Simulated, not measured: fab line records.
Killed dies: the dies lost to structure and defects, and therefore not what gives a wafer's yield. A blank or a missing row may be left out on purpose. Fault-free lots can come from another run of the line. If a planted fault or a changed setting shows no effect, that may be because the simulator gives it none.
Lot-split experiment || flow n5-finfet || route with 1938 steps; 7 lots, 39 wafers read

ABOUT THE SPLIT
At N5_BEOL_M4_ETCH_64 (etches SOC in N2/H2, target depth 75 nm, overetch 22.5 nm, time 121.9 s), the setting time-s was moved away from the recipe's 121.9 s on 12 of the 39 wafers read, by -21.7% to +34.7%. This setting was run at the recipe's value on the other wafers.

Reading taken at the split's own step.

THE READING
SiARC_of_BEOL_M4_COAT_62.thk-nm (the simulator's own value, which no gauge read), in nm, at N5_BEOL_M4_ETCH_64 (etches SOC in N2/H2, target depth 75 nm, overetch 22.5 nm, time 121.9 s). The file does not state a usual value for it. The 27 wafers here that ran the recipe average 6.4 nm, standard deviation 0.13 nm.

{"wafer": "L074.1", "tool, chamber at the split": "rie-diel-06, 1,2,3,1", "time-s as run, s": 121.9, "against the recipe": "recipe", "SiARC_of_BEOL_M4_COAT_62.thk-nm, nm": 6.4, "against lot-mates on the recipe": "-"}
{"wafer": "L074.2", "tool, chamber at the split": "rie-diel-06, 1,2,3,1", "time-s as run, s": 121.9, "against the recipe": "recipe", "SiARC_of_BEOL_M4_COAT_62.thk-nm, nm": 6.4, "against lot-mates on the recipe": "-"}
{"wafer": "L074.3", "tool, chamber at the split": "rie-diel-06, 1,2,3,1", "time-s as run, s": 121.9, "against the recipe": "recipe", "SiARC_of_BEOL_M4_COAT_62.thk-nm, nm": 6.4, "against lot-mates on the recipe": "-"}
{"wafer": "L074.5", "tool, chamber at the split": "rie-diel-06, 1,2,3,1", "time-s as run, s": 121.9, "against the recipe": "recipe", "SiARC_of_BEOL_M4_COAT_62.thk-nm, nm": 6.4, "against lot-mates on the recipe": "-"}
{"wafer": "L074.4", "tool, chamber at the split": "rie-diel-06, 0,2", "time-s as run, s": 121.9, "against the recipe": "recipe", "SiARC_of_BEOL_M4_COAT_62.thk-nm, nm": 6.2, "against lot-mates on the recipe": "-"}
{"wafer": "L074.6", "tool, chamber at the split": "rie-diel-06, 0,2", "time-s as run, s": 121.9, "against the recipe": "recipe", "SiARC_of_BEOL_M4_COAT_62.thk-nm, nm": 6.2, "against lot-mates on the recipe": "-"}
{"wafer": "L078.1", "tool, chamber at the split": "rie-diel-06, 0", "time-s as run, s": 121.9, "against the recipe": "recipe", "SiARC_of_BEOL_M4_COAT_62.thk-nm, nm": 6.2, "against lot-mates on the recipe": "-"}
{"wafer": "L078.5", "tool, chamber at the split": "rie-diel-06, 0", "time-s as run, s": 121.9, "against the recipe": "recipe", "SiARC_of_BEOL_M4_COAT_62.thk-nm, nm": 6.2, "against lot-mates on the recipe": "-"}
{"wafer": "L078.2", "tool, chamber at the split": "rie-diel-06, 2,1,1", "time-s as run, s": 121.9, "against the recipe": "recipe", "SiARC_of_BEOL_M4_COAT_62.thk-nm, nm": 6.4, "against lot-mates on the recipe": "-"}
{"wafer": "L078.4", "tool, chamber at the split": "rie-diel-06, 2,1,1", "time-s as run, s": 121.9, "against the recipe": "recipe", "SiARC_of_BEOL_M4_COAT_62.thk-nm, nm": 6.4, "against lot-mates on the recipe": "-"}
{"wafer": "L078.6", "tool, chamber at the split": "rie-diel-06, 2,1,1", "time-s as run, s": 121.9, "against the recipe": "recipe", "SiARC_of_BEOL_M4_COAT_62.thk-nm, nm": 6.4, "against lot-mates on the recipe": "-"}
{"wafer": "L078.3", "tool, chamber at the split": "rie-diel-06, 3", "time-s as run, s": 121.9, "against the recipe": "recipe", "SiARC_of_BEOL_M4_COAT_62.thk-nm, nm": 6.6, "against lot-mates on the recipe": "-"}
{"wafer": "L091.1", "tool, chamber at the split": "rie-diel-06, 0,1", "time-s as run, s": 121.9, "against the recipe": "recipe", "SiARC_of_BEOL_M4_COAT_62.thk-nm, nm": 6.4, "against lot-mates on the recipe": "-"}
{"wafer": "L091.4", "tool, chamber at the split": "rie-diel-06, 0,1", "time-s as run, s": 121.9, "against the recipe": "recipe", "SiARC_of_BEOL_M4_COAT_62.thk-nm, nm": 6.4, "against lot-mates on the recipe": "-"}
{"wafer": "L091.2", "tool, chamber at the split": "rie-diel-06, 3", "time-s as run, s": 164.2, "against the recipe": "+34.7%", "SiARC_of_BEOL_M4_COAT_62.thk-nm, nm": 4.6, "against lot-mates on the recipe": -1.9}
{"wafer": "L091.3", "tool, chamber at the split": "rie-diel-06, 2,0", "time-s as run, s": 164.2, "against the recipe": "+34.7%", "SiARC_of_BEOL_M4_COAT_62.thk-nm, nm": 4.4, "against lot-mates on the recipe": -2.1}
{"wafer": "L091.5", "tool, chamber at the split": "rie-diel-06, 2,0", "time-s as run, s": 164.2, "against the recipe": "+34.7%", "SiARC_of_BEOL_M4_COAT_62.thk-nm, nm": 4.4, "against lot-mates on the recipe": -2.1}
{"wafer": "L091.6", "tool, chamber at the split": "rie-diel-06, 3", "time-s as run, s": 121.9, "against the recipe": "recipe", "SiARC_of_BEOL_M4_COAT_62.thk-nm, nm": 6.6, "against lot-mates on the recipe": "-"}
{"wafer": "L090.1", "tool, chamber at the split": "rie-diel-06, 1,2,0", "time-s as run, s": 95.47, "against the recipe": "-21.7%", "SiARC_of_BEOL_M4_COAT_62.thk-nm, nm": 7.6, "against lot-mates on the recipe": "+1.1"}
{"wafer": "L090.3", "tool, chamber at the split": "rie-diel-06, 1,2,0", "time-s as run, s": 95.47, "against the recipe": "-21.7%", "SiARC_of_BEOL_M4_COAT_62.thk-nm, nm": 7.6, "against lot-mates on the recipe": "+1.1"}
{"wafer": "L090.6", "tool, chamber at the split": "rie-diel-06, 1,2,0", "time-s as run, s": 95.47, "against the recipe": "-21.7%", "SiARC_of_BEOL_M4_COAT_62.thk-nm, nm": 7.6, "against lot-mates on the recipe": "+1.1"}
{"wafer": "L090.2", "tool, chamber at the split": "rie-diel-06, 0", "time-s as run, s": 121.9, "against the recipe": "recipe", "SiARC_of_BEOL_M4_COAT_62.thk-nm, nm": 6.4, "against lot-mates on the recipe": "-"}
{"wafer": "L090.4", "tool, chamber at the split": "rie-diel-06, 3", "time-s as run, s": 121.9, "against the recipe": "recipe", "SiARC_of_BEOL_M4_COAT_62.thk-nm, nm": 6.6, "against lot-mates on the recipe": "-"}
{"wafer": "L090.5", "tool, chamber at the split": "rie-diel-06, 3", "time-s as run, s": 121.9, "against the recipe": "recipe", "SiARC_of_BEOL_M4_COAT_62.thk-nm, nm": 6.6, "against lot-mates on the recipe": "-"}
{"wafer": "L095.1", "tool, chamber at the split": "rie-diel-02, 1", "time-s as run, s": 140.2, "against the recipe": "+15.0%", "SiARC_of_BEOL_M4_COAT_62.thk-nm, nm": 5.8, "against lot-mates on the recipe": -0.7}
{"wafer": "L095.2", "tool, chamber at the split": "rie-diel-02, 0", "time-s as run, s": 121.9, "against the recipe": "recipe", "SiARC_of_BEOL_M4_COAT_62.thk-nm, nm": 6.4, "against lot-mates on the recipe": "-"}
{"wafer": "L095.3", "tool, chamber at the split": "rie-diel-02, 3", "time-s as run, s": 140.2, "against the recipe": "+15.0%", "SiARC_of_BEOL_M4_COAT_62.thk-nm, nm": 5.4, "against lot-mates on the recipe": -1.1}
{"wafer": "L095.6", "tool, chamber at the split": "rie-diel-02, 3", "time-s as run, s": 140.2, "against the recipe": "+15.0%", "SiARC_of_BEOL_M4_COAT_62.thk-nm, nm": 5.4, "against lot-mates on the recipe": -1.1}
{"wafer": "L095.4", "tool, chamber at the split": "rie-diel-02, 2", "time-s as run, s": 121.9, "against the recipe": "recipe", "SiARC_of_BEOL_M4_COAT_62.thk-nm, nm": 6.6, "against lot-mates on the recipe": "-"}
{"wafer": "L095.5", "tool, chamber at the split": "rie-diel-02, 2", "time-s as run, s": 121.9, "against the recipe": "recipe", "SiARC_of_BEOL_M4_COAT_62.thk-nm, nm": 6.6, "against lot-mates on the recipe": "-"}
{"wafer": "L094.2", "tool, chamber at the split": "rie-diel-06, 0,1,2", "time-s as run, s": 121.9, "against the recipe": "recipe", "SiARC_of_BEOL_M4_COAT_62.thk-nm, nm": 6.4, "against lot-mates on the recipe": "-"}
{"wafer": "L094.4", "tool, chamber at the split": "rie-diel-06, 0,1,2", "time-s as run, s": 121.9, "against the recipe": "recipe", "SiARC_of_BEOL_M4_COAT_62.thk-nm, nm": 6.4, "against lot-mates on the recipe": "-"}
{"wafer": "L094.6", "tool, chamber at the split": "rie-diel-06, 0,1,2", "time-s as run, s": 121.9, "against the recipe": "recipe", "SiARC_of_BEOL_M4_COAT_62.thk-nm, nm": 6.4, "against lot-mates on the recipe": "-"}
{"wafer": "L097.1", "tool, chamber at the split": "rie-diel-05, 1,2,2", "time-s as run, s": 148.7, "against the recipe": "+22.0%", "SiARC_of_BEOL_M4_COAT_62.thk-nm, nm": 5.2, "against lot-mates on the recipe": -1.2}
{"wafer": "L097.3", "tool, chamber at the split": "rie-diel-05, 1,2,2", "time-s as run, s": 148.7, "against the recipe": "+22.0%", "SiARC_of_BEOL_M4_COAT_62.thk-nm, nm": 5.2, "against lot-mates on the recipe": -1.2}
{"wafer": "L097.6", "tool, chamber at the split": "rie-diel-05, 1,2,2", "time-s as run, s": 148.7, "against the recipe": "+22.0%", "SiARC_of_BEOL_M4_COAT_62.thk-nm, nm": 5.2, "against lot-mates on the recipe": -1.2}
{"wafer": "L097.2", "tool, chamber at the split": "rie-diel-05, 0", "time-s as run, s": 121.9, "against the recipe": "recipe", "SiARC_of_BEOL_M4_COAT_62.thk-nm, nm": 6.6, "against lot-mates on the recipe": "-"}
{"wafer": "L097.4", "tool, chamber at the split": "rie-diel-05, 3", "time-s as run, s": 121.9, "against the recipe": "recipe", "SiARC_of_BEOL_M4_COAT_62.thk-nm, nm": 6.2, "against lot-mates on the recipe": "-"}
{"wafer": "L097.5", "tool, chamber at the split": "rie-diel-05, 3", "time-s as run, s": 121.9, "against the recipe": "recipe", "SiARC_of_BEOL_M4_COAT_62.thk-nm, nm": 6.4, "against lot-mates on the recipe": "-"}
When a row names more than one chamber, that row covers several wafers, and the file does not tell which wafer ran in which chamber.

FIT RESULTS
A straight line over all 39 wafers: SiARC_of_BEOL_M4_COAT_62.thk-nm changes by -0.0558 nm for each +1% of time-s; r = -0.99; the points scatter about the line by 0.13 nm.
The same after taking each lot's own level away (the mean of its wafers on the recipe; 39 wafers): -0.0556 nm for each +1%; r = -0.99; scatter 0.13 nm.
Per that fit: largest time-s move, reading shift of 1.9 nm.
The lots' own levels span 6.33 to 6.53 nm, that is 1.5 times the standard deviation above.
The two slopes agree, so the slope changes little with the lot-to-lot level.
Check: for one of the wafers moved furthest among these (+34.7%), held out of the fit, the line's prediction against its lot-mates is -1.98 nm. Against them it came out at -1.87 nm.

THE WHOLE CHAIN: every reading that the file lists as answering this split, in the file's order
{"step": "N5_BEOL_M4_ETCH_64", "what it does": "etches SOC in N2/H2, target depth 75 nm, overetch 22.5 nm, time 121.9 s", "reading": "SiARC_of_BEOL_M4_COAT_62.thk-nm (the simulator's own value, which no gauge read)", "change (the file's fit)": "-0.0562 nm for each +1% of the setting", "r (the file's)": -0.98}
{"step": "N5_BEOL_M4_HM_OPEN_17", "what it does": "chemistry Cl2/BCl3, target TiN, target depth 20 nm, overetch 6 nm", "reading": "etch.depth-nm (the simulator's own value, which no gauge read)", "change (the file's fit)": "not straight: 20.25 at the lowest setting, 20.03 at the recipe, 16.35 at the highest", "r (the file's)": "not given"}

THE FILE'S OWN FIT
SiARC_of_BEOL_M4_COAT_62.thk-nm changes by -0.0562 nm for each +1% of time-s, r = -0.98.
